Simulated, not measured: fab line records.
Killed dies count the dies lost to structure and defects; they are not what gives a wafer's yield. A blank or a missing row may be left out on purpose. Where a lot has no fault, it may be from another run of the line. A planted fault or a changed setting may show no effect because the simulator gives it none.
Which tool did it? :: flow n5Finfet :: 10 lots, 30 wafers sampled, at 5 steps of a route of 1938

WHAT EACH GAUGE READ, for each wafer
N5_BEOL_M15_OVL_MEAS_11. Usual: V14_OVL typically reads -3 nm, with standard deviation 4.8.
lot: L469
measured: day 12 05:13
on: overlay-02
V14_OVL (nm): -7 6 5
flag: 

lot: L472
measured: day 12 05:36
on: overlay-01
V14_OVL (nm): 3 -6 0
flag: 

lot: L473
measured: day 12 12:01
on: overlay-02
V14_OVL (nm): -5 -7 -4
flag: 

lot: L475
measured: day 13 01:55
on: overlay-02
V14_OVL (nm): 0 5 2
flag: 

lot: L481
measured: day 14 12:24
on: overlay-02
V14_OVL (nm): -1 -3 -12
flag: 

lot: L485
measured: day 15 20:52
on: overlay-02
V14_OVL (nm): -3 -4 -3
flag: 

lot: L486
measured: day 16 01:26
on: overlay-02
V14_OVL (nm): 3 0 9
flag: 

lot: L490
measured: day 16 19:28
on: overlay-02
V14_OVL (nm): -4 -11 -8
flag: 

lot: L489
measured: day 17 08:07
on: overlay-01
V14_OVL (nm): -5 -5 -6
flag: 

lot: L491
measured: day 17 08:50
on: overlay-01
V14_OVL (nm): -3 -8 -3
flag: 

N5_PASSIVATION_CD_MEAS_44: the cd target is 40000 nm. Usual: 40000 nm for cdNm, sd 2.6.
lot: L469
measured: day 12 22:11
on: cdSem-03
cdNm (nm): 40001 40004 39999
flag: 

lot: L472
measured: day 12 22:58
on: cdSem-01
cdNm (nm): 40000 39998 39997
flag: 

lot: L473
measured: day 13 05:08
on: cdSem-01
cdNm (nm): 39999 40000 40000
flag: 

lot: L475
measured: day 13 22:25
on: cdSem-02
cdNm (nm): 40001 40007 40003
flag: 

lot: L481
measured: day 15 03:36
on: cdSem-02
cdNm (nm): 39998 40003 39998
flag: 

lot: L485
measured: day 16 16:10
on: cdSem-01
cdNm (nm): 39997 39997 39998
flag: 

lot: L486
measured: day 16 19:36
on: cdSem-03
cdNm (nm): 40000 39997 40000
flag: 

lot: L490
measured: day 17 13:32
on: cdSem-02
cdNm (nm): 40003 39997 40000
flag: 

lot: L489
measured: day 18 02:52
on: cdSem-03
cdNm (nm): 39998 40000 40001
flag: 

lot: L491
measured: day 18 02:20
on: cdSem-03
cdNm (nm): 40002 40002 40003
flag: 

EACH LOT AND THE TOOL THAT RAN IT (in order: tool; ch and the chambers of the sampled wafers; start)
lot: L469
N5_BEOL_M15_ETCH_59: rieDiel-03 ch 1,2,3, day 12 05:24
N5_PASSIVATION_PECVD_55: pecvd-02 ch 1,2, day 12 16:59
N5_PASSIVATION_VIA_ETCH_13: rieDiel-05 ch 0,3, day 12 17:53

lot: L472
N5_BEOL_M15_ETCH_59: rieDiel-03 ch 0,2,3, day 12 06:45
N5_PASSIVATION_PECVD_55: pecvd-01 ch 0,1,2, day 12 18:23
N5_PASSIVATION_VIA_ETCH_13: rieDiel-05 ch 0,3, day 12 19:51

lot: L473
N5_BEOL_M15_ETCH_59: rieDiel-02 ch 0,1,2, day 12 12:07
N5_PASSIVATION_PECVD_55: pecvd-01 ch 0,1,2, day 12 22:41
N5_PASSIVATION_VIA_ETCH_13: rieDiel-03 ch 1,2,3, day 13 01:26

lot: L475
N5_BEOL_M15_ETCH_59: rieDiel-05 ch 0,1,3, day 13 02:00
N5_PASSIVATION_PECVD_55: pecvd-02 ch 1,2, day 13 14:17
N5_PASSIVATION_VIA_ETCH_13: rieDiel-05 ch 1,3, day 13 17:52

lot: L481
N5_BEOL_M15_ETCH_59: rieDiel-05 ch 0,2, day 14 12:29
N5_PASSIVATION_PECVD_55: pecvd-01 ch 1,2, day 14 23:47
N5_PASSIVATION_VIA_ETCH_13: rieDiel-05 ch 0,2,3, day 15 00:32

lot: L485
N5_BEOL_M15_ETCH_59: rieDiel-03 ch 0,2, day 15 21:26
N5_PASSIVATION_PECVD_55: pecvd-04 ch 1,2, day 16 10:33
N5_PASSIVATION_VIA_ETCH_13: rieDiel-03 ch 2,3, day 16 11:49

lot: L486
N5_BEOL_M15_ETCH_59: rieDiel-05 ch 0,1,3, day 16 01:36
N5_PASSIVATION_PECVD_55: pecvd-02 ch 0,1,2, day 16 14:59
N5_PASSIVATION_VIA_ETCH_13: rieDiel-02 ch 1,2,3, day 16 15:42

lot: L490
N5_BEOL_M15_ETCH_59: rieDiel-03 ch 1,2,3, day 16 19:34
N5_PASSIVATION_PECVD_55: pecvd-02 ch 1,2, day 17 07:52
N5_PASSIVATION_VIA_ETCH_13: rieDiel-03 ch 0,2, day 17 10:24

lot: L489
N5_BEOL_M15_ETCH_59: rieDiel-03 ch 0,2,3, day 17 08:12
N5_PASSIVATION_PECVD_55: pecvd-04 ch 1,2, day 17 20:59
N5_PASSIVATION_VIA_ETCH_13: rieDiel-05 ch 0,2,3, day 17 23:16

lot: L491
N5_BEOL_M15_ETCH_59: rieDiel-05 ch 2,3, day 17 08:58
N5_PASSIVATION_PECVD_55: pecvd-02 ch 0,1, day 17 20:51
N5_PASSIVATION_VIA_ETCH_13: rieDiel-03 ch 0,2,3, day 17 22:50
- N5_BEOL_M15_ETCH_59: etches BARC in N2/H2, target depth 89 nm, overetch 26.7 nm, time 67.9 s.
- N5_PASSIVATION_PECVD_55: deposits SiO2 from SiH4/N2O, target thk 400 nm, time 22.5 s.
- N5_PASSIVATION_VIA_ETCH_13: etches SiO2 in CHF3/O2, target depth 660 nm, time 330 s.

AS READ BY THE TOOLS THEMSELVES (means over the sampled wafers that have a number; for cases with no such wafer, the mark the record gives instead)
N5_BEOL_M15_ETCH_59. Usual: drypumpMotorCurrentA 5.6 A, standard deviation 0.48; oesProductAu 0.69 a.u., standard deviation 0.077; rfVppV 524.1 V, standard deviation 2.4; showerheadPlenumPTorr 2.55 Torr, standard deviation 0.079; throttleValvePct 17.81 %, standard deviation 0.21.
lot: L469
tool: rieDiel-03
drypumpMotorCurrentA (A): 5.2
oesProductAu (a.u.): 0.67
rfVppV (V): 523.6
showerheadPlenumPTorr (Torr): 2.55
throttleValvePct (%): 17.78
flag: 

lot: L472
tool: rieDiel-03
drypumpMotorCurrentA (A): 5.2
oesProductAu (a.u.): 0.67
rfVppV (V): 524.2
showerheadPlenumPTorr (Torr): 2.55
throttleValvePct (%): 17.85
flag: 

lot: L473
tool: rieDiel-02
drypumpMotorCurrentA (A): 5.5
oesProductAu (a.u.): 0.70
rfVppV (V): 525.7
showerheadPlenumPTorr (Torr): 2.60
throttleValvePct (%): 17.66
flag: 

lot: L475
tool: rieDiel-05
drypumpMotorCurrentA (A): 5.7
oesProductAu (a.u.): 0.67
rfVppV (V): 522.9
showerheadPlenumPTorr (Torr): 2.51
throttleValvePct (%): 17.93
flag: 

lot: L481
tool: rieDiel-05
drypumpMotorCurrentA (A): 6.4
oesProductAu (a.u.): 0.78
rfVppV (V): 523.9
showerheadPlenumPTorr (Torr): 2.56
throttleValvePct (%): 17.85
flag: 

lot: L485
tool: rieDiel-03
drypumpMotorCurrentA (A): 5.1
oesProductAu (a.u.): 0.70
rfVppV (V): 524.8
showerheadPlenumPTorr (Torr): 2.57
throttleValvePct (%): 17.85
flag: 

lot: L486
tool: rieDiel-05
drypumpMotorCurrentA (A): 5.7
oesProductAu (a.u.): 0.73
rfVppV (V): 522.4
showerheadPlenumPTorr (Torr): 2.50
throttleValvePct (%): 17.83
flag: 

lot: L490
tool: rieDiel-03
drypumpMotorCurrentA (A): 5.2
oesProductAu (a.u.): 0.72
rfVppV (V): 523.5
showerheadPlenumPTorr (Torr): 2.53
throttleValvePct (%): 17.70
flag: 

lot: L489
tool: rieDiel-03
drypumpMotorCurrentA (A): 5.3
oesProductAu (a.u.): 0.72
rfVppV (V): 523.6
showerheadPlenumPTorr (Torr): 2.54
throttleValvePct (%): 17.77
flag: 

lot: L491
tool: rieDiel-05
drypumpMotorCurrentA (A): 6.1
oesProductAu (a.u.): 0.70
rfVppV (V): 524.6
showerheadPlenumPTorr (Torr): 2.61
throttleValvePct (%): 17.96
flag: 

N5_PASSIVATION_PECVD_55. Usual: heaterPowerW 685 W, standard deviation 120; showerheadPlenumPTorr 8.19 Torr, standard deviation 0.078; susceptorTempC 399.95 C, standard deviation 0.24; throttleValvePct 51 %, standard deviation 3.1.
lot: L469
tool: pecvd-02
heaterPowerW (W): 797
showerheadPlenumPTorr (Torr): 8.11
susceptorTempC (C): 399.91
throttleValvePct (%): 49
flag: 

lot: L472
tool: pecvd-01
heaterPowerW (W): 647
showerheadPlenumPTorr (Torr): 8.25
susceptorTempC (C): 399.65
throttleValvePct (%): 50
flag: 

lot: L473
tool: pecvd-01
heaterPowerW (W): 605
showerheadPlenumPTorr (Torr): 8.27
susceptorTempC (C): 400.15
throttleValvePct (%): 51
flag: 

lot: L475
tool: pecvd-02
heaterPowerW (W): 760
showerheadPlenumPTorr (Torr): 8.16
susceptorTempC (C): 399.99
throttleValvePct (%): 52
flag: 

lot: L481
tool: pecvd-01
heaterPowerW (W): 625
showerheadPlenumPTorr (Torr): 8.27
susceptorTempC (C): 400.17
throttleValvePct (%): 51
flag: 

lot: L485
tool: pecvd-04
heaterPowerW (W): 664
showerheadPlenumPTorr (Torr): 8.16
susceptorTempC (C): 400.00
throttleValvePct (%): 51
flag: 

lot: L486
tool: pecvd-02
heaterPowerW (W): 688
showerheadPlenumPTorr (Torr): 8.12
susceptorTempC (C): 400.00
throttleValvePct (%): 52
flag: 

lot: L490
tool: pecvd-02
heaterPowerW (W): 769
showerheadPlenumPTorr (Torr): 8.11
susceptorTempC (C): 400.19
throttleValvePct (%): 50
flag: 

lot: L489
tool: pecvd-04
heaterPowerW (W): 719
showerheadPlenumPTorr (Torr): 8.19
susceptorTempC (C): 399.99
throttleValvePct (%): 52
flag: 

lot: L491
tool: pecvd-02
heaterPowerW (W): 652
showerheadPlenumPTorr (Torr): 8.16
susceptorTempC (C): 399.92
throttleValvePct (%): 55
flag: 

N5_PASSIVATION_VIA_ETCH_13. Usual: CHF3_flow_sccm 49.99 sccm, standard deviation 0.17; O2_flow_sccm 5.002 sccm, standard deviation 0.016; drypumpMotorCurrentA 5.6 A, standard deviation 0.52; etchRfOnTimeS 235 s, standard deviation 4.3; oesProductAu 0.74 a.u., standard deviation 0.096; rfVppV 521 V, standard deviation 9.2; showerheadPlenumPTorr 2.41 Torr, standard deviation 0.076; throttleValvePct 18.86 %, standard deviation 0.19.
lot: L469
tool: rieDiel-05
CHF3_flow_sccm (sccm): 49.98
O2_flow_sccm (sccm): 4.998
drypumpMotorCurrentA (A): 6.1
etchRfOnTimeS (s): 329
oesProductAu (a.u.): 0.82
rfVppV (V): 521
showerheadPlenumPTorr (Torr): 2.35
throttleValvePct (%): 18.96
flag: OFF

lot: L472
tool: rieDiel-05
CHF3_flow_sccm (sccm): 49.93
O2_flow_sccm (sccm): 4.992
drypumpMotorCurrentA (A): 6.1
etchRfOnTimeS (s): 234
oesProductAu (a.u.): 0.78
rfVppV (V): 520
showerheadPlenumPTorr (Torr): 2.35
throttleValvePct (%): 18.98
flag: 

lot: L473
tool: rieDiel-03
CHF3_flow_sccm (sccm): 49.92
O2_flow_sccm (sccm): 4.989
drypumpMotorCurrentA (A): 5.2
etchRfOnTimeS (s): 233
oesProductAu (a.u.): 0.70
rfVppV (V): 519
showerheadPlenumPTorr (Torr): 2.42
throttleValvePct (%): 18.89
flag: 

lot: L475
tool: rieDiel-05
CHF3_flow_sccm (sccm): 49.96
O2_flow_sccm (sccm): 5.009
drypumpMotorCurrentA (A): 5.4
etchRfOnTimeS (s): 285
oesProductAu (a.u.): 0.65
rfVppV (V): 513
showerheadPlenumPTorr (Torr): 2.35
throttleValvePct (%): 19.02
flag: OFF

lot: L481
tool: rieDiel-05
CHF3_flow_sccm (sccm): 50.07
O2_flow_sccm (sccm): 4.999
drypumpMotorCurrentA (A): 6.1
etchRfOnTimeS (s): 231
oesProductAu (a.u.): 0.77
rfVppV (V): 525
showerheadPlenumPTorr (Torr): 2.41
throttleValvePct (%): 18.95
flag: 

lot: L485
tool: rieDiel-03
CHF3_flow_sccm (sccm): 50.08
O2_flow_sccm (sccm): 4.988
drypumpMotorCurrentA (A): 5.0
etchRfOnTimeS (s): 232
oesProductAu (a.u.): 0.80
rfVppV (V): 517
showerheadPlenumPTorr (Torr): 2.43
throttleValvePct (%): 18.80
flag: 

lot: L486
tool: rieDiel-02
CHF3_flow_sccm (sccm): 50.08
O2_flow_sccm (sccm): 5.010
drypumpMotorCurrentA (A): 5.5
etchRfOnTimeS (s): 234
oesProductAu (a.u.): 0.67
rfVppV (V): 525
showerheadPlenumPTorr (Torr): 2.43
throttleValvePct (%): 18.88
flag: 

lot: L490
tool: rieDiel-03
CHF3_flow_sccm (sccm): 49.81
O2_flow_sccm (sccm): 5.012
drypumpMotorCurrentA (A): 5.4
etchRfOnTimeS (s): 239
oesProductAu (a.u.): 0.70
rfVppV (V): 514
showerheadPlenumPTorr (Torr): 2.41
throttleValvePct (%): 18.84
flag: 

lot: L489
tool: rieDiel-05
CHF3_flow_sccm (sccm): 50.11
O2_flow_sccm (sccm): 4.996
drypumpMotorCurrentA (A): 6.1
etchRfOnTimeS (s): 233
oesProductAu (a.u.): 0.73
rfVppV (V): 525
showerheadPlenumPTorr (Torr): 2.40
throttleValvePct (%): 19.00
flag: 

lot: L491
tool: rieDiel-03
CHF3_flow_sccm (sccm): 49.90
O2_flow_sccm (sccm): 5.001
drypumpMotorCurrentA (A): 5.2
etchRfOnTimeS (s): 238
oesProductAu (a.u.): 0.75
rfVppV (V): 517
showerheadPlenumPTorr (Torr): 2.40
throttleValvePct (%): 18.79
flag: 

THE ANSWER, worked out from the rows above alone
Rule: a lot is off if the mean of its wafers that have a number lies more than 3 standard deviations from the usual mean. Also off: a lot with no number at a reading for which 4 or more lots have one. The other lots that the step has rows for count as sound. Order of review: gauges by route order, followed by the tools' own readings, for which a lot's mean as printed above is used. The first step at which some lot is off is used, and at that step the reading that is off furthest; a lot without a number counts as furthest.
Off at N5_PASSIVATION_VIA_ETCH_13 (etchRfOnTimeS): L469, L475.
If a tool, at that step or one of the process steps before it, ran each lot that is off and ran no sound lot following the first of them, it fits. No candidate that was tried fits.

WHAT THE SIMULATOR PUT IN
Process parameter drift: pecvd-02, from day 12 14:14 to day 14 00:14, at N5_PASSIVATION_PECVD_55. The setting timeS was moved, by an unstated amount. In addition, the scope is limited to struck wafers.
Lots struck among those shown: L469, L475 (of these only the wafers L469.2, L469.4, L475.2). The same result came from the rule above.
